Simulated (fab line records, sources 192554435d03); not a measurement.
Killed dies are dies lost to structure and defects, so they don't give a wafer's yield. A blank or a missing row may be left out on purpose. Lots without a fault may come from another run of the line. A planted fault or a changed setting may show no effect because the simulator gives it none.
A struck lot beside a sound one | flow n5_finfet | 16 steps out of a route of 1938
Sound: wafers L947.1, L947.3, L947.6. Struck: wafer L954.6. (L954.4, L954.5 of the same lot were not struck and are left out.) The cause comes at the end.
At each step with rows: each side's tool, then ch and its chambers, then its first start. Under that, the readings that differ: sound wafers | struck wafers | difference of the means | sigmas: that difference in standard deviations of wafers without a fault.
alike: readings whose means differ by less than 2 such deviations, and words and numbers that are the same on both sides. not compared: withheld readings, readings that some wafer has no value for, bounds like >300 that may hide the same value, and numbers for which the record gives no deviation and whose values overlap.
The two part at a step that has a row with sigmas, a row that says differs or no value, or rows on one side only. Numbers that don't overlap but have no deviation are shown without sigmas and don't part them. A reading that every wafer of one side lacks parts them only if that side has two wafers or more.

first, 1 step without rows for these wafers: N5_BEOL_M0_SAQP_DESCUM_19 (chemistry O2, time 7.9 s).
N5_BEOL_M0_SAQP_ETCH_83: etches SiARC in CF4, target depth 39 nm, time 65 s.
  sound on rie_diel-04 ch 0,1,2, day 6 14:24; struck on rie_diel-04 ch 1, day 8 11:05
  alike: bias_w, cf4_flow_sccm, drypump_motor_current_A, etch_rf_on_time_s, oes_product_au, rf_vpp_V, showerhead_plenum_p_Torr, throttle_valve_pct
  not compared: rf_hours_counter_h
N5_BEOL_M0_SAQP_ETCH_84: etches SOC in N2/H2, target depth 100 nm, overetch 20 nm, time 150 s.
  sound on rie_diel-04 ch 0,1,2, day 6 14:27; struck on rie_diel-04 ch 1, day 8 11:08
  alike: bias_w, drypump_motor_current_A, oes_product_au, rf_vpp_V, showerhead_plenum_p_Torr, temp_c, throttle_valve_pct
  not compared: rf_hours_counter_h
then, 4 steps without rows for these wafers: N5_BEOL_M0_SAQP_STRIP_80 (strips in N2/H2); N5_BEOL_M0_SAQP_HM_OPEN_112 (chemistry CHF3/O2, target SiO2, stops on a-Si, target depth 12 nm, time 13.5 s); N5_BEOL_M0_SAQP_STRIP_113 (strips in CHF3/O2); N5_BEOL_M0_SAQP_MANDREL_ETCH_20 (etches a-Si in HBr/Cl2, stops on SiNx, target depth 60 nm, bt time 10 s, time 30 s).
N5_BEOL_M0_SAQP_STRIP_86: strips in N2/H2.
  sound on rie_diel-03 ch 2,3, day 6 14:44; struck on rie_diel-04 ch 1, day 8 11:26
  alike: drypump_motor_current_A, oes_product_au, rf_vpp_V, showerhead_plenum_p_Torr, temp_c, throttle_valve_pct
  not compared: rf_hours_counter_h
then, 3 steps without rows for these wafers: N5_BEOL_M0_SAQP_STRIP_115 (strips in post etch residue remover, time 60 s); N5_BEOL_M0_SAQP_SRD_93 (time 30 s); N5_BEOL_M0_SAQP_RECESS_114 (chemistry HF/NH3, target SiO2, target depth 14.4 nm, afs cycles 3, sublimation time 60 s).
N5_BEOL_M0_SAQP_SPACER1_ALD_98: deposits SiO2, target thk 12.8 nm, pulse time 1 s, purge time 2 s.
  sound on ald_sin-02 ch 0,1, day 6 15:16; struck on ald_sin-04 ch 1, day 8 12:00
  reading                    | sound             | struck | difference | sigmas
  precursor_pulse_height_rel | 0.982 1.005 1.000 | 0.945  | -0.051     | -3
  alike: heater_power_w
N5_BEOL_M0_SAQP_SPACER1_ETCHBACK_99: etches SiO2 in CHF3/O2, target depth 15.4 nm, time 7.7 s.
  sound on rie_diel-04 ch 0,1,2, day 6 15:44; struck on rie_diel-03 ch 1, day 8 12:29
  reading               | sound             | struck | difference | sigmas
  bias_w (W)            | 169.0 169.9 169.7 | 170.8  | +1.3       | +2
  oes_product_au (a.u.) | 0.85 0.68 0.69    | 1.08   | +0.34      | +4
  alike: drypump_motor_current_A, oes_o_777_au, rf_vpp_V, showerhead_plenum_p_Torr, throttle_valve_pct
  not compared: rf_hours_counter_h
N5_BEOL_M0_SAQP_MANDREL1_REMOVE_100: chemistry HBr/Cl2/O2, target a-Si, stops on SiNx, bt time 10 s.
  sound on rie_si-06 ch 0,2, day 6 15:50; struck on rie_si-02 ch 2, day 8 12:34
  reading             | sound             | struck | difference | sigmas
  oes_o_777_au (a.u.) | 1.032 1.010 1.034 | 0.946  | -0.079     | -3
  alike: bias_w, drypump_motor_current_A, oes_product_au, throttle_valve_pct
  not compared: rf_hours_counter_h
-- the record jumps here: 2 days lie between the struck wafers' starts before and after (it left off in module BEOL_M0_SAQP and takes up again in module BEOL_M4, whose first step shown is number 1111 of the route) --
N5_BEOL_M4_RC_MEAS_101:
  sound on prober-02 ch 0, day 9 02:18; struck on prober-01 ch 0, day 10 14:41
  alike: DIBL_N, DIBL_P, IOFF_N, IOFF_P, ION_N, ION_P, SS_N, SS_P, VT_N, VT_P
-- the record jumps here: 5 days lie between the struck wafers' starts before and after (it left off in module BEOL_M4 and takes up again in module PASSIVATION, whose first step shown is number 1936 of the route) --
N5_PASSIVATION_PROBE_49:
  the record has rows for the struck wafers here (prober-02, day 15 07:55) and none for the sound ones

WHERE THEY PART
First at N5_BEOL_M0_SAQP_SPACER1_ALD_98; last, within this record, at N5_PASSIVATION_PROBE_49.

WHY: what the simulator had put in
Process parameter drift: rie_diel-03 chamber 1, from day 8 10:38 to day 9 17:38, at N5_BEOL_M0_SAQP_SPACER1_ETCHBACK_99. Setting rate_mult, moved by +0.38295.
